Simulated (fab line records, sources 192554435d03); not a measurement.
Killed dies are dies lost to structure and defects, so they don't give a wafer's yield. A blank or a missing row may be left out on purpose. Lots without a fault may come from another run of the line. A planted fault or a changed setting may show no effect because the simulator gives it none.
Chamber matching | flow n5_finfet | N5_BEOL_M3_ALD_84 on ald_metal-02: 4 sister chambers
The step deposits TaN, pulse time 2 s, purge time 3 s, co reactant purge time 2 s. 8 wafers are shown with their chamber, then 8 later ones without.

WAFERS WITH THEIR CHAMBER
wafer  | chamber | heater_power_w (W)
L078.4 | 2       | 475
L078.5 | 3       | 434
L081.3 | 1       | 389
L081.6 | 0       | 403
L084.1 | 1       | 377
L084.3 | 0       | 399
L084.6 | 2       | 475
L086.3 | 3       | 433

WAFERS WITHOUT THEIR CHAMBER
wafer  | heater_power_w (W)
L086.5 | 387
L086.6 | 406
L087.1 | 436
L087.3 | 386
L087.5 | 370
L094.1 | 432
L094.2 | 484
L094.4 | 405

WHICH CHAMBER EACH WENT THROUGH
wafer  | from the rows above | in truth
L086.5 | 1                   | 1
L086.6 | 0                   | 0
L087.1 | 3                   | 3
L087.3 | 1                   | 1
L087.5 | 1                   | 1
L094.1 | 3                   | 3
L094.2 | 2                   | 2
L094.4 | 0                   | 0
Placed correctly: 8 of 8. Can't be placed from these rows: 0. Placed wrongly: 0.
How it was worked out, from the rows above alone: a wafer's distance from a chamber is the root of the sum, over the readings, of the square of ((its reading less the chamber's mean) divided by the reading's scatter). The wafer belongs to the nearest chamber; if the next one is less than 2 further off, it can't be placed. A chamber's mean is the mean of its shown wafers. The scatter: the root of (the sum of the squares of (reading less its chamber's mean) over the shown wafers, divided by (wafers less chambers)).
